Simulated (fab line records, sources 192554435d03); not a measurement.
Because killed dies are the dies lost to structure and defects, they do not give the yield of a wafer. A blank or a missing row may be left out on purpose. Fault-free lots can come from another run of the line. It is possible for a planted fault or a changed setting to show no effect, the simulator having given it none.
Matching of chambers	flow n5Finfet	N5_BEOL_M4_ETCH_64 on rieDiel-02 has 4 sister chambers
The step etches SOC in N2/H2, target depth 75 nm, overetch 22.5 nm, time 121.9 s. 4 wafers are shown with their chamber, then 12 later ones without.

== WAFERS PAIRED WITH THEIR CHAMBERS ==
wafer	chamber	drypumpMotorCurrentA (A)
L089.5	2	5.9
L089.6	3	5.5
L090.5	1	6.1
L090.6	0	6.3

== WAFERS WITH NO CHAMBER GIVEN ==
wafer	drypumpMotorCurrentA (A)
L087.2	5.9
L087.3	5.5
L087.5	6.0
L093.1	5.9
L093.3	6.4
L093.5	5.5
L095.3	5.5
L095.4	6.4
L095.6	5.9
L097.3	6.3
L097.5	6.1
L097.6	5.9

== THE CHAMBER EACH PASSED THROUGH ==
wafer	from the rows above	in truth
L087.2	2	2
L087.3	3	3
L087.5	can't be placed: 1 or 2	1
L093.1	2	2
L093.3	0	0
L093.5	3	3
L095.3	3	3
L095.4	0	0
L095.6	2	2
L097.3	0	0
L097.5	1	1
L097.6	2	2
Correct placement for 11 of the 12. Can't be placed from these rows: 1 (the true chamber is among the candidates in 1). Wrongly placed: 0.
How it was worked out, from the rows above alone: a wafer's distance from a chamber is the root of the sum, over the readings, of the square of ((its reading less the chamber's mean) divided by the reading's scatter). If the next closest chamber is less than 2 further off than the closest, the wafer can't be placed; otherwise it belongs to the closest. A chamber's mean is the mean of its shown wafers. The scatter: root of mean squared gap, hidden wafer to nearest shown wafer, with one shown wafer a chamber.
